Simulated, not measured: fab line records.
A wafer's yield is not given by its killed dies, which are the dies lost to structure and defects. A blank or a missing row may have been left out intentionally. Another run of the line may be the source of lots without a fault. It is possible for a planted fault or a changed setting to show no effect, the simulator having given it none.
One fault through the eyes of 2 desks -- flow nand-harc -- every desk sees just its own numbers, and what lay behind them comes last

AT THE METROLOGY DESK
What the gauges read for every lot (on any tool): the sampled wafers with a number, averaged. Any lot whose mean is over 4 standard deviations away from the usual mean is out of limits and marked OUT; that distance is given in the brackets.
Columns: A = cd-nm at NHARC_P_BONDPAD_CD_MEAS_13, usual 499.2 nm; B = thk-nm at NHARC_A_ONON_D1_THK_MEAS_14, usual 999 nm
lot,first seen here,A,B
L651,day 6 12:38,497.0,1002
L655,day 7 09:13,499.7,988
L654,day 7 13:43,500.9,1013
L657,day 7 14:43,496.1,992
L658,day 8 02:16,498.5,1012
L660,day 8 11:58,498.5,1007
L659,day 8 17:15,500.5,993
L661,day 9 02:38,500.1,993
L664,day 9 15:37,498.5,814 (-21) OUT
L662,day 9 16:08,497.2,824 (-20) OUT
L663,day 9 17:10,499.9,1011
L670,day 10 20:47,499.2,994
L669,day 10 21:00,500.4,808 (-21) OUT
L673,day 11 14:58,499.9,996
This desk's finding: out of limits on L662, L664, L669; first on L664, day 10 21:37 (thk-nm at NHARC_A_ONON_D1_THK_MEAS_14). L651, L655, L654, L657, L658, L660, L659, L661, L663, L670, L673 stayed within limits.

DESK OF THE TOOL OWNER: pecvd-onon-03
The tool's own readings at NHARC_A_ONON_D1_DEP_12 (target thk 1000 nm): means of the sampled wafers that have a number, for each lot that ran on this tool. Any lot whose mean is over 4 standard deviations away from the usual mean is out of limits and marked OUT; that distance is given in the brackets.
Columns: A = n2-flow-sccm at NHARC_A_ONON_D1_DEP_12, usual 2750 sccm
lot,first seen here,A
L657,day 8 15:48,2740
L658,day 9 06:50,2759
L659,day 9 21:13,2751
L661,day 10 09:22,2760
L664,day 10 21:10,2747
L662,day 10 21:27,2760
L669,day 12 00:57,2746
This desk's verdict: no lot among the 7 shows anything out of limits.

TAKEN TOGETHER
L662, L664, L669 would have let the metrology desk raise an alarm at day 10 21:37.
The tool owner's desk saw nothing out of limits.
The tool owner's desk has L662, L664, L669 on record, within its limits.
The lots listed all ran NHARC_A_ONON_D1_DEP_12 on pecvd-onon-03.

WHAT THE SIMULATOR PUT IN
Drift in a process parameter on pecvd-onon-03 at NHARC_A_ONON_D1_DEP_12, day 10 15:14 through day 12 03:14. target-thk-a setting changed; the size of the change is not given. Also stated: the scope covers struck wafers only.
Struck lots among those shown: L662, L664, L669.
Delay in hours, fault start to first out-of-limits reading, per desk: metrology desk 6.
